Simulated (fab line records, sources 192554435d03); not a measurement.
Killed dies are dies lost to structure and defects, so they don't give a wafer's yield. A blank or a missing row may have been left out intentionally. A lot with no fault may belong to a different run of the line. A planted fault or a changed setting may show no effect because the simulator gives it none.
fab line records	flow n5Finfet
[record] lots = 7	wafers = 19	lastDay = 18
route steps=1938 shown BEOL_M9@1446
lots with no fault: from the same line, run without faults
startH: hours from the record's first day to the start of the lot's first wafer shown	waitH: hours from the lot's prior step to this one	" unchanged from the row above	L1.1+2: several wafers, shown together as one row	- no value present, or no start provided	* or withheld: withheld	< > ~ a bound
route shown NAME@n: NAME is a module with steps in the file, n the number in the route of the first one	usual: mean/standard deviation taken from wafers without a fault	same: alike in all rows	chamber/n: place in a boat	sites: per-site readings	_std_site: the standard deviation of these	_edge_site: the outer-site mean with the inner-site mean subtracted	radiusMm: for every site, how far away it sits from the centre of the wafer	mask NAME#n: copy n	behind: the tool/chamber that last shaped the wafer	hold: the reason the lot was held/the length of the hold in hours/how it ended	device: the transistor (n, p or np) that didn't switch	end of line: the route-end tests of the same wafers	a step given without rows: its recipe and nothing more	killed: the dies lost at the first sort to structure and to defects; this is not the yield of the wafer	map: per-die view of a wafer (x killed, . not killed, _ where there is no die)
set.NAME: the setting as run; set.NAME@STEP: as run at that earlier step	model.NAME: the simulator's own value behind a step, which no gauge read
lots at some steps of the route; a table a step, a row a wafer
services: from which hour (startH, from the record's first day; less than 0 if before it) a tool's chamber was out of use, for how many hours, and why
[[steps]]
[step N5_BEOL_M9_TRENCH_ETCH_37]
[recipe] chemistry = C4F6/O2	targetDepthA = 1514.3	target = SiCOH_lowk	timeS = 49	ionEnergyEv = 250	pressureMtorr = 30	sourceW = 345	biasW = 185	Ar_flow_sccm = 300	C4F6_flow_sccm = 10	O2_flow_sccm = 10
[usual] drypumpMotorCurrentA = 5.6/0.54	oes_ar_750_au = 0.77/0.072	oes_o_777_au = 0.77/0.075	oesProductAu = 0.78/0.08	rfVppV = 664/17	showerheadPlenumPTorr = 2.83/0.081	throttleValvePct = 20.92/0.25
lot.wafer	tool	chamber	startH	waitH	drypumpMotorCurrentA	oes_ar_750_au	oes_o_777_au	oesProductAu	rfHoursCounterH	rfVppV	showerheadPlenumPTorr	throttleValvePct
L238.1	rieDiel-06	3	-	-	5.7	0.77	0.75	0.78	117	702	2.97	20.83
L238.4	"	2	"	"	5.0	0.86	0.87	0.88	46	674	2.79	20.50
L238.5	"	2	"	"	5.0	0.86	0.87	0.87	-	675	2.79	20.48
L239.1	rieDiel-01	3	-	-	5.9	0.72	0.73	0.72	204	653	2.71	21.05
L239.5	"	3	"	"	5.9	0.72	0.73	0.72	-	653	2.71	21.06
L240.2	rieDiel-06	0	-	-	6.2	0.74	0.73	0.75	184	669	2.72	21.14
L240.6	"	2	"	"	5.0	0.86	0.86	0.87	-	676	2.78	20.51
L254.1	rieDiel-01	1	-	-	4.8	0.68	0.67	0.68	237	656	2.91	20.91
L254.3	"	3	"	"	5.9	0.71	0.71	0.70	225	653	2.70	21.07
L254.5	"	0	"	"	5.2	0.73	0.75	0.74	-	654	2.84	21.31
L251.2	rieDiel-06	0	-	-	6.2	0.72	0.71	0.72	210	669	2.71	21.18
L251.4	"	2	"	"	5.0	0.82	0.83	0.83	-	675	2.77	20.51
L251.6	"	3	"	"	5.7	0.75	0.73	0.75	-	702	2.95	20.89
L256.2	rieDiel-06	2	-	-	4.9	0.81	0.81	0.83	83	676	2.77	20.54
L256.4	"	0	"	"	6.3	0.72	0.70	0.72	218	668	2.71	21.22
L256.5	"	0	"	"	6.2	0.72	0.70	0.72	-	668	2.71	21.21
L255.1	rieDiel-03	3	-	-	5.4	0.93	0.94	0.93	10	656	2.90	20.82
L255.2	"	0	"	"	6.5	0.86	0.86	0.88	50	686	2.88	20.53
L255.4	"	2	"	"	6.6	0.86	0.87	0.88	35	670	2.80	20.92
[step N5_BEOL_M9_ETCH_41]
[recipe] chemistry = CH3F/O2	target = SiCN	targetDepthA = 366	taperDeg = 2	timeS = 70.1	ionEnergyEv = 120	maskMaterial = TiN	pressureMtorr = 30	sourceW = 395	biasW = 75	Ar_flow_sccm = 150	CH3F_flow_sccm = 30	O2_flow_sccm = 20
[step N5_BEOL_M9_STRIP_80]
[recipe] chemistry = N2/H2	timeS = 10	powerW = 450	tempC = 40	pressureMtorr = 20	rfFrequencyHz = 6e+07	biasPowerW = 7	n2FlowSccm = 200	h2FlowSccm = 200
[usual] biasPowerW = 6.996/0.02	drypumpMotorCurrentA = 5.6/0.55	oesProductAu = 0.78/0.081	rfVppV = 59.0/0.73	showerheadPlenumPTorr = 2.52/0.078	throttleValvePct = 23.61/0.26
lot.wafer	tool	chamber	startH	waitH	biasPowerW	drypumpMotorCurrentA	oesProductAu	rfHoursCounterH	rfVppV	showerheadPlenumPTorr	throttleValvePct
L238.1	rieDiel-06	3	-	-	7.002	5.7	0.78	117	58.7	2.65	23.36
L238.4	"	2	"	"	6.974	5.0	0.88	46	58.5	2.48	23.29
L238.5	"	2	"	"	6.980	5.0	0.89	-	59.9	2.48	23.31
L239.1	rieDiel-01	3	-	-	6.995	5.9	0.72	204	59.5	2.43	23.98
L239.5	"	3	"	"	6.984	5.9	0.73	-	58.1	2.43	23.98
L240.2	rieDiel-06	0	-	-	7.029	6.2	0.73	184	58.7	2.40	23.69
L240.6	"	2	"	"	6.987	5.0	0.88	-	58.6	2.48	23.28
L254.1	rieDiel-01	1	-	-	6.980	4.9	0.69	237	59.2	2.61	23.60
L254.3	"	3	"	"	6.969	5.9	0.72	225	58.2	2.42	24.02
L254.5	"	0	"	"	7.022	5.2	0.73	-	58.3	2.52	24.00
L251.2	rieDiel-06	0	-	-	7.008	6.2	0.73	210	58.1	2.39	23.71
L251.4	"	2	"	"	6.980	5.0	0.85	-	59.7	2.47	23.31
L251.6	"	3	"	"	7.002	5.7	0.76	-	59.3	2.64	23.38
L256.2	rieDiel-06	2	-	-	7.010	5.0	0.83	83	57.9	2.47	23.33
L256.4	"	0	"	"	7.003	6.3	0.72	218	59.5	2.39	23.73
L256.5	"	0	"	"	6.979	6.2	0.72	-	59.3	2.39	23.74
L255.1	rieDiel-03	3	-	-	7.019	5.4	0.92	10	58.1	2.60	23.59
L255.2	"	0	"	"	6.996	6.5	0.88	50	59.7	2.59	23.69
L255.4	"	2	"	"	7.017	6.6	0.87	35	58.7	2.47	23.27
[step N5_BEOL_M9_OCD_MEAS_38]
[usual] trenchDepthNm = 151/3.2
lot.wafer	tool	chamber	startH	waitH	trenchDepthNm
L238.1	ocd-02	-	228.09	-	151
L238.4	"	-	"	"	152
L238.5	"	-	"	"	153
L239.1	ocd-01	-	231.29	-	148
L239.5	"	-	"	"	148
L240.2	ocd-01	-	241.02	-	148
L240.6	"	-	"	"	154
L254.1	ocd-01	-	323.79	-	152
L254.3	"	-	"	"	147
L254.5	"	-	"	"	155
L251.2	ocd-02	-	324.08	-	147
L251.4	"	-	"	"	151
L251.6	"	-	"	"	150
L256.2	ocd-01	-	345.93	-	154
L256.4	"	-	"	"	151
L256.5	"	-	"	"	150
L255.1	ocd-01	-	355.84	-	154
L255.2	"	-	"	"	154
L255.4	"	-	"	"	157
[step N5_BEOL_M9_HM_STRIP_39]
[recipe] chemistry = peroxideTinStrip	material = TiN	targetDepthA = 250	tempC = 50	timeS = 158
[step N5_BEOL_M9_SRD_40]
[recipe] timeS = 30	tempC = 23	rinseLiquid = diw	dry = ipaMarangoni
[step N5_BEOL_M9_PRECLEAN_42]
[recipe] chemistry = residueRemover	timeS = 60	tempC = 40
[step N5_BEOL_M9_SRD_43]
[recipe] timeS = 30	tempC = 23	rinseLiquid = diw	dry = ipaMarangoni
[step N5_BEOL_M9_CD_MEAS_35]
[recipe] targetCdNm = 70	targetCdYNm = 40	polarity = opening
[usual] cdNm = 70.0/0.64
lot.wafer	tool	chamber	startH	waitH	cdNm
L238.1	cdSem-03	-	228.25	0.0	70.6
L238.4	"	-	"	"	70.9
L238.5	"	-	"	"	70.1
L239.1	cdSem-03	-	231.44	0.0	69.1
L239.5	"	-	"	"	69.9
L240.2	cdSem-03	-	241.17	0.0	70.2
L240.6	"	-	"	"	69.5
L254.1	cdSem-02	-	323.94	0.0	68.6
L254.3	"	-	"	"	70.8
L254.5	"	-	"	"	70.0
L251.2	cdSem-03	-	324.23	0.0	70.2
L251.4	"	-	"	"	68.9
L251.6	"	-	"	"	70.5
L256.2	cdSem-01	-	346.08	0.0	69.0
L256.4	"	-	"	"	70.3
L256.5	"	-	"	"	69.2
L255.1	cdSem-02	-	355.99	0.0	70.2
L255.2	"	-	"	"	69.0
L255.4	"	-	"	"	69.9
[step N5_BEOL_M9_CURE_72]
[recipe] tempC = 370	timeS = 120	ambient = DMADMS/He	material = SiCOH_lowk
[usual] lampPowerPct = 52.31/0.056	wafer_temp_C_max = 371.7/0.77
lot.wafer	tool	chamber	startH	waitH	lampPowerPct	wafer_temp_C_max
L238.1	uvCure-03	1	228.29	0.0	52.36	370.9
L238.4	"	1	"	"	52.29	371.4
L238.5	"	1	"	"	52.45	370.9
L239.1	uvCure-01	0	231.48	0.0	52.27	372.3
L239.5	"	0	"	"	52.22	372.1
L240.2	uvCure-01	0	241.26	0.1	52.26	372.3
L240.6	"	0	"	"	52.29	372.9
L254.1	uvCure-02	1	323.98	0.0	52.38	371.7
L254.3	"	1	"	"	52.34	371.6
L254.5	"	1	"	"	52.33	371.2
L251.2	uvCure-03	2	324.33	0.1	52.25	372.7
L251.4	"	2	"	"	52.33	372.7
L251.6	"	2	"	"	52.27	371.8
L256.2	uvCure-02	2	346.17	0.1	52.27	371.8
L256.4	"	2	"	"	52.38	372.1
L256.5	"	2	"	"	52.29	371.6
L255.1	uvCure-01	1	356.03	0.0	52.42	373.5
L255.2	"	1	"	"	52.27	372.8
L255.4	"	1	"	"	52.32	373.4
[step N5_BEOL_M9_DEGAS_44]
[recipe] ambient = vacuum	tempC = 250	timeS = 60
[usual] heaterPowerW = 329/33
lot.wafer	tool	chamber	startH	waitH	heaterPowerW
L238.1	pvdSputter-02	-	228.61	0.3	320
L238.4	"	-	"	"	400
L238.5	"	-	"	"	316
L239.1	pvdSputter-01	-	233.04	1.5	285
L239.5	"	-	"	"	338
L240.2	pvdSputter-03	-	241.71	0.4	347
L240.6	"	-	"	"	305
L254.1	pvdSputter-03	-	324.66	0.6	350
L254.3	"	-	"	"	297
L254.5	"	-	"	"	356
L251.2	pvdSputter-03	-	324.92	0.5	357
L251.4	"	-	"	"	376
L251.6	"	-	"	"	354
L256.2	pvdSputter-02	-	346.46	0.2	332
L256.4	"	-	"	"	321
L256.5	"	-	"	"	385
L255.1	pvdSputter-02	-	356.54	0.5	313
L255.2	"	-	"	"	315
L255.4	"	-	"	"	383
[step N5_BEOL_M9_PRE_CLEAN_45]
[recipe] gas = H2/He	timeS = 30	tempC = 250
[usual] heaterPowerW = 330/34
lot.wafer	tool	chamber	startH	waitH	heaterPowerW
L238.1	pvdSputter-02	-	228.65	0.0	315
L238.4	"	-	"	"	396
L238.5	"	-	"	"	328
L239.1	pvdSputter-01	-	233.08	0.0	277
L239.5	"	-	"	"	352
L240.2	pvdSputter-03	-	241.75	0.0	360
L240.6	"	-	"	"	305
L254.1	pvdSputter-03	-	324.70	0.0	349
L254.3	"	-	"	"	293
L254.5	"	-	"	"	350
L251.2	pvdSputter-03	-	324.96	0.0	363
L251.4	"	-	"	"	368
L251.6	"	-	"	"	341
L256.2	pvdSputter-02	-	346.50	0.0	317
L256.4	"	-	"	"	318
L256.5	"	-	"	"	401
L255.1	pvdSputter-02	-	356.58	0.0	329
L255.2	"	-	"	"	315
L255.4	"	-	"	"	396
[step N5_BEOL_M9_ALD_74]
[recipe] material = TaN	targetThkA = 20	tempC = 275	aldPrecursorFamily = PDMAT	aldCoReactant = NH3	pressureTorr = 3	carrierFlowSccm = 1500	pulseTimeS = 2	purgeTimeS = 3	coReactantPurgeTimeS = 2	coReactantPulseTimeS = 3	aldCycles = 40	precursorVesselTempC = 75	precursorVesselPressureTorr = 26.25	precursorVesselCarrierSccm = 1000
[usual] aldCycles = 40/0	chamberPressureTorr = 3.001/0.0066	heaterPowerW = 416/29
[same] pulseTimeS = 2	purgeTimeS = 3
lot.wafer	tool	chamber	startH	waitH	aldCycles	chamberPressureTorr	heaterPowerW	model.TaN_of_BEOL_M9_ALD_74.thkNm
L238.1	aldMetal-02	0	228.72	0.0	64	2.996	417	3.2
L238.4	"	1	"	"	40	3.002	440	2
L238.5	"	0	"	"	40	3.013	421	2
L239.1	aldMetal-02	0	233.16	0.1	64	2.999	427	3.2
L239.5	"	1	"	"	40	2.998	438	2
L240.2	aldMetal-02	0	242.03	0.3	64	2.990	421	3.2
L240.6	"	2	"	"	40	3.008	419	2
L254.1	aldMetal-04	1	324.99	0.3	40	2.992	458	2
L254.3	"	2	"	"	40	3.008	441	2
L254.5	"	2	"	"	40	3.013	441	2
L251.2	aldMetal-02	1	325.02	0.0	40	3.002	436	2
L251.4	"	2	"	"	40	2.991	428	2
L251.6	"	2	"	"	40	2.999	418	2
L256.2	aldMetal-02	3	346.56	0.0	40	2.992	414	2
L256.4	"	2	"	"	40	3.009	413	2
L256.5	"	3	"	"	40	2.990	415	2
L255.1	aldMetal-03	3	356.66	0.1	40	2.992	364	2
L255.2	"	0	"	"	40	2.997	362	2
L255.4	"	1	"	"	40	3.008	439	2
[step N5_BEOL_M9_SURFACE_TREAT_79]
[recipe] gas = Ar	timeS = *	ionEnergyEv = *	ionCurrentMaCm2 = 0.5	pressureMtorr = *	arFlowSccm = 30
[[services]]
tool	chamber	startH	hours	kind
rieDiel-06	0	213.00	3.4	repair
rieDiel-03	2	217.30	-	clean
rieDiel-03	2	217.30	-	consumableReplace:focusRing
rieDiel-01	1	226.18	3.6	repair
rieDiel-01	0	241.59	12.8	repair
uvCure-03	-	242.34	6.1	repair
uvCure-01	-	242.69	1.8	repair
aldMetal-03	-	255.20	1.3	repair
aldMetal-04	1	258.48	25.7	repair
uvCure-01	-	263.17	7.1	pm
aldMetal-03	-	264.74	14.6	pm
rieDiel-03	2	266.47	4.2	repair
rieDiel-06	1	290.13	8.6	repair
aldMetal-03	3	291.52	22.4	repair
rieDiel-01	-	294.76	1.2	repair
aldMetal-03	2	300.02	10.2	repair
rieDiel-06	1	312.47	-	clean
rieDiel-06	1	312.47	-	consumableReplace:focusRing
rieDiel-06	1	312.47	21.9	scheduledDown
rieDiel-06	1	312.47	21.9	ventCycle
uvCure-02	-	329.94	7.5	pm
pvdSputter-01	-	336.32	11.7	repair
aldMetal-04	-	337.25	14.0	pm
uvCure-03	-	350.17	7.5	pm
[[key]]
[firstSign] step = N5_BEOL_M9_ALD_74	reading = aldCycles	direction = up	sigmas = 99+	usual = *	struck = *
effect none on later readings
[modelEffect] step = N5_BEOL_M9_ALD_74	value = TaN_of_BEOL_M9_ALD_74.thkNm	without = 2	struck = 3.2
metAt N5_BEOL_M9_ALD_74
struckWafers L238.1,L239.1,L240.2
[fault] kind = processParameterDrift	tool = aldMetal-02	chamber = -	onsetH = 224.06	steps = N5_BEOL_M9_ALD_74	channel = aldCycles	offset = *	shape = step	endH = 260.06	scope = struckWafersOnly	actsIn = *	stated = *
